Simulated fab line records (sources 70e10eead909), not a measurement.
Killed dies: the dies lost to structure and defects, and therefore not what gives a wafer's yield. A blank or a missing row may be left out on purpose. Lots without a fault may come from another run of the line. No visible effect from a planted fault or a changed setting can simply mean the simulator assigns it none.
Matching of chambers | flow nand-harc | pecvd-02 running NHARC_A_SLIT_DEP_25: 3 sister chambers
The step deposits SiO2, target thk 200 nm. 3 wafers are shown with their chamber, then 10 later ones without.

## WAFERS WITH THEIR CHAMBER
wafer  | chamber | throttle-valve-pct (%)
L082.3 | 0       | 16.6
L087.1 | 1       | 15.3
L087.2 | 2       | 15.4

## WAFERS WITH NO CHAMBER GIVEN
wafer  | throttle-valve-pct (%)
L087.4 | 15.4
L093.1 | 16.0
L093.3 | 14.7
L093.4 | 14.5
L094.1 | 15.1
L094.3 | 16.3
L094.6 | 14.8
L097.2 | 15.4
L097.3 | 14.6
L097.4 | 14.9

## CHAMBER TAKEN BY EACH
wafer  | from the rows above          | in truth
L087.4 | can't be placed: 2 or 1      | 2
L093.1 | can't be placed: 2 or 0 or 1 | 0
L093.3 | can't be placed: 1 or 2      | 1
L093.4 | can't be placed: 1 or 2      | 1
L094.1 | can't be placed: 1 or 2      | 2
L094.3 | can't be placed: 0 or 2 or 1 | 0
L094.6 | can't be placed: 1 or 2      | 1
L097.2 | can't be placed: 2 or 1      | 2
L097.3 | can't be placed: 1 or 2      | 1
L097.4 | can't be placed: 1 or 2      | 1
Placed correctly: 0 of 10. Can't be placed from these rows: 10 (the true chamber is among the candidates in 10). Wrongly placed: 0.
How it was worked out, from the rows above alone: a wafer's distance from a chamber is the root of the sum, over the readings, of the square of ((its reading less the chamber's mean) divided by the reading's scatter). The wafer belongs to the nearest chamber; if the next one is less than 2 further off, it can't be placed. For every chamber, the mean is computed from those of its wafers that are shown. The scatter: with one shown wafer a chamber, the root of the mean of the squares of how far each hidden wafer lies from its nearest shown one.
